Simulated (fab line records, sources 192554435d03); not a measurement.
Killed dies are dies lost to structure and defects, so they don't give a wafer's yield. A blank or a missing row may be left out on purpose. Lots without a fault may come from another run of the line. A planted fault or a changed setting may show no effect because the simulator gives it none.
Which tool did it? | flow n5_finfet | 9 lots, 27 wafers sampled, at 3 steps of a route of 1938

WHAT THE GAUGES READ, wafer by wafer
N5_PMOS_HMC_CHANNEL_EPI_INSPECT_30: inspects for defects (darkfield).
lot  | measured    | on                | raw_defect_count
L340 | day 1 20:15 | defect_inspect-02 | 25 19 13
L341 | day 2 02:23 | defect_inspect-02 | 11 44 23
L343 | day 2 14:25 | defect_inspect-01 | 21 29 360
L356 | day 5 20:15 | defect_inspect-01 | 10 27 23
L358 | day 6 08:38 | defect_inspect-01 | 25 18 17
L359 | day 6 15:16 | defect_inspect-02 | 17 13 4
L360 | day 6 20:35 | defect_inspect-01 | 20 23 16
L362 | day 7 09:45 | defect_inspect-01 | 23 16 15
L363 | day 7 14:31 | defect_inspect-01 | 16 20 11

WHICH TOOL RAN EACH LOT (tool, then ch and the chambers of the sampled wafers, then the start)
lot  | N5_PMOS_HMC_CHANNEL_EPI_CMP_21 | N5_PMOS_HMC_CHANNEL_EPI_PRECLEAN_37
L340 | cmp-02 ch 1,2,3, day 1 19:29   | wet_bench-04 ch 0,1,6, day 1 19:49
L341 | cmp-01 ch 0,2,3, day 2 01:41   | wet_bench-02 ch 3,4,6, day 2 01:57
L343 | cmp-04 ch 0,3, day 2 13:38     | wet_bench-04 ch 3,5,6, day 2 13:59
L356 | cmp-02 ch 0,2, day 5 19:31     | wet_bench-04 ch 4,6,7, day 5 19:48
L358 | cmp-02 ch 0,1,3, day 6 07:56   | wet_bench-04 ch 0,1,3, day 6 08:11
L359 | cmp-01 ch 0,3, day 6 14:29     | wet_bench-04 ch 0,3,7, day 6 14:50
L360 | cmp-04 ch 1,2,3, day 6 19:53   | wet_bench-02 ch 1,3,6, day 6 20:09
L362 | cmp-04 ch 0,2,3, day 7 08:58   | wet_bench-02 ch 0,4,5, day 7 09:19
L363 | cmp-01 ch 2,3, day 7 13:46     | wet_bench-04 ch 0,1,6, day 7 14:04
- N5_PMOS_HMC_CHANNEL_EPI_CMP_21: polishes SiGe30, target thk 54 nm.
- N5_PMOS_HMC_CHANNEL_EPI_PRECLEAN_37: cleans in O3/DIW, time 45 s.

THE ANSWER, worked out from the rows above alone
Rule: what is usual is taken from the lots themselves. Put in order of their means at a reading, lots are off if they are a third of the lots or fewer, leave a main group of 4 or more, and stand apart from it by a gap of 3 or more times the standard deviation of the main group's means; of several such gaps the widest counts. A main group whose means are all the same, to the digits that the tables above print for the reading, isn't used. A lot without any number at a reading at which 4 lots or more have one is off too. The other lots that the step has rows for count as sound.
Off: L343, at N5_PMOS_HMC_CHANNEL_EPI_INSPECT_30 (raw_defect_count). The main group: mean 19, standard deviation 3.9.
A tool fits if, at a process step before that reading, it ran every lot that is off, and no sound lot after the first of them. The gauges at N5_PMOS_HMC_CHANNEL_EPI_INSPECT_30 are tried like those tools. None of those tried fits.

WHAT THE SIMULATOR HAD PUT IN
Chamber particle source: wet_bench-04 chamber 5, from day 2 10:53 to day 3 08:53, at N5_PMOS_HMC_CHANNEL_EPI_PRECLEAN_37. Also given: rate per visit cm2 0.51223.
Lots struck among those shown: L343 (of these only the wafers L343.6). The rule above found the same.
